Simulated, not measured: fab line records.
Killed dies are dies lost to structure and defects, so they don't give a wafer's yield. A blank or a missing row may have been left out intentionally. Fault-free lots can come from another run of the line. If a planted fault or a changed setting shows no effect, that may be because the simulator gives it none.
Matching of chambers / flow nand_harc / rie_diel-05 running NHARC_A_STAIRCASE_DESCUM_219: 4 sister chambers
The step chemistry O2, time 3 s. 18 wafers are shown with their chamber, then 9 later ones without.

== WAFERS PAIRED WITH THEIR CHAMBERS ==
wafer=L079.1; chamber=3; showerhead_plenum_p_Torr (Torr)=2.06; drypump_motor_current_A (A)=5.77; oes_product_au (a.u.)=1.006
wafer=L079.4; chamber=0; showerhead_plenum_p_Torr (Torr)=1.80; drypump_motor_current_A (A)=5.70; oes_product_au (a.u.)=1.000
wafer=L079.5; chamber=2; showerhead_plenum_p_Torr (Torr)=1.90; drypump_motor_current_A (A)=5.33; oes_product_au (a.u.)=0.995
wafer=L080.2; chamber=3; showerhead_plenum_p_Torr (Torr)=2.06; drypump_motor_current_A (A)=5.79; oes_product_au (a.u.)=0.995
wafer=L080.5; chamber=0; showerhead_plenum_p_Torr (Torr)=1.80; drypump_motor_current_A (A)=5.69; oes_product_au (a.u.)=0.998
wafer=L080.6; chamber=3; showerhead_plenum_p_Torr (Torr)=2.06; drypump_motor_current_A (A)=5.79; oes_product_au (a.u.)=0.997
wafer=L081.2; chamber=0; showerhead_plenum_p_Torr (Torr)=1.80; drypump_motor_current_A (A)=5.73; oes_product_au (a.u.)=0.995
wafer=L081.4; chamber=1; showerhead_plenum_p_Torr (Torr)=1.82; drypump_motor_current_A (A)=5.75; oes_product_au (a.u.)=0.987
wafer=L081.6; chamber=3; showerhead_plenum_p_Torr (Torr)=2.06; drypump_motor_current_A (A)=5.78; oes_product_au (a.u.)=1.003
wafer=L082.1; chamber=0; showerhead_plenum_p_Torr (Torr)=1.79; drypump_motor_current_A (A)=5.72; oes_product_au (a.u.)=1.002
wafer=L082.2; chamber=3; showerhead_plenum_p_Torr (Torr)=2.06; drypump_motor_current_A (A)=5.79; oes_product_au (a.u.)=1.005
wafer=L082.6; chamber=0; showerhead_plenum_p_Torr (Torr)=1.79; drypump_motor_current_A (A)=5.72; oes_product_au (a.u.)=1.004
wafer=L086.2; chamber=2; showerhead_plenum_p_Torr (Torr)=1.89; drypump_motor_current_A (A)=5.35; oes_product_au (a.u.)=0.999
wafer=L086.3; chamber=1; showerhead_plenum_p_Torr (Torr)=1.81; drypump_motor_current_A (A)=5.73; oes_product_au (a.u.)=0.998
wafer=L086.5; chamber=3; showerhead_plenum_p_Torr (Torr)=2.06; drypump_motor_current_A (A)=5.77; oes_product_au (a.u.)=1.009
wafer=L091.3; chamber=1; showerhead_plenum_p_Torr (Torr)=1.81; drypump_motor_current_A (A)=5.74; oes_product_au (a.u.)=0.976
wafer=L091.4; chamber=0; showerhead_plenum_p_Torr (Torr)=1.79; drypump_motor_current_A (A)=5.71; oes_product_au (a.u.)=1.004
wafer=L091.5; chamber=1; showerhead_plenum_p_Torr (Torr)=1.81; drypump_motor_current_A (A)=5.72; oes_product_au (a.u.)=0.979

SIGNATURES (means of the wafers above)
reading=showerhead_plenum_p_Torr; chamber 0=1.7950; chamber 1=1.8125; chamber 2=1.8950; chamber 3=2.0600; scatter within a chamber=0.00443
reading=drypump_motor_current_A; chamber 0=5.7117; chamber 1=5.7350; chamber 2=5.3400; chamber 3=5.7817; scatter within a chamber=0.0127
reading=oes_product_au; chamber 0=1.00050; chamber 1=0.98500; chamber 2=0.99700; chamber 3=1.00250; scatter within a chamber=0.00603
Rule: distance of a wafer from a chamber = root of the sum over the readings of ((wafer's reading minus chamber's mean) / reading's scatter) squared. If the next closest chamber is less than 2 further off than the closest, the wafer can't be placed; otherwise it belongs to the closest. The scatter is the square root of a quotient: the sum, over the shown wafers, of each reading's squared deviation from its chamber's mean, divided by wafers minus chambers.

== WAFERS WITH NO CHAMBER GIVEN ==
wafer=L094.1; showerhead_plenum_p_Torr (Torr)=1.89; drypump_motor_current_A (A)=5.33; oes_product_au (a.u.)=0.981
wafer=L094.3; showerhead_plenum_p_Torr (Torr)=2.05; drypump_motor_current_A (A)=5.77; oes_product_au (a.u.)=1.005
wafer=L094.6; showerhead_plenum_p_Torr (Torr)=1.79; drypump_motor_current_A (A)=5.73; oes_product_au (a.u.)=1.010
wafer=L097.1; showerhead_plenum_p_Torr (Torr)=1.81; drypump_motor_current_A (A)=5.73; oes_product_au (a.u.)=0.994
wafer=L097.2; showerhead_plenum_p_Torr (Torr)=1.79; drypump_motor_current_A (A)=5.71; oes_product_au (a.u.)=1.002
wafer=L097.6; showerhead_plenum_p_Torr (Torr)=1.89; drypump_motor_current_A (A)=5.34; oes_product_au (a.u.)=0.988
wafer=L095.1; showerhead_plenum_p_Torr (Torr)=1.81; drypump_motor_current_A (A)=5.74; oes_product_au (a.u.)=0.997
wafer=L095.3; showerhead_plenum_p_Torr (Torr)=1.89; drypump_motor_current_A (A)=5.34; oes_product_au (a.u.)=0.995
wafer=L095.5; showerhead_plenum_p_Torr (Torr)=1.79; drypump_motor_current_A (A)=5.73; oes_product_au (a.u.)=1.001

== EACH ONE'S CHAMBER ==
wafer=L094.1; from the rows above=2; in truth=2
wafer=L094.3; from the rows above=3; in truth=3
wafer=L094.6; from the rows above=0; in truth=0
wafer=L097.1; from the rows above=1; in truth=1
wafer=L097.2; from the rows above=0; in truth=0
wafer=L097.6; from the rows above=2; in truth=2
wafer=L095.1; from the rows above=can't be placed: 1 or 0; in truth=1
wafer=L095.3; from the rows above=2; in truth=2
wafer=L095.5; from the rows above=0; in truth=0
Correct placement for 8 of the 9. From these rows, 1 cannot be placed; in 1 the true chamber is one of the candidates. Wrongly placed: 0.
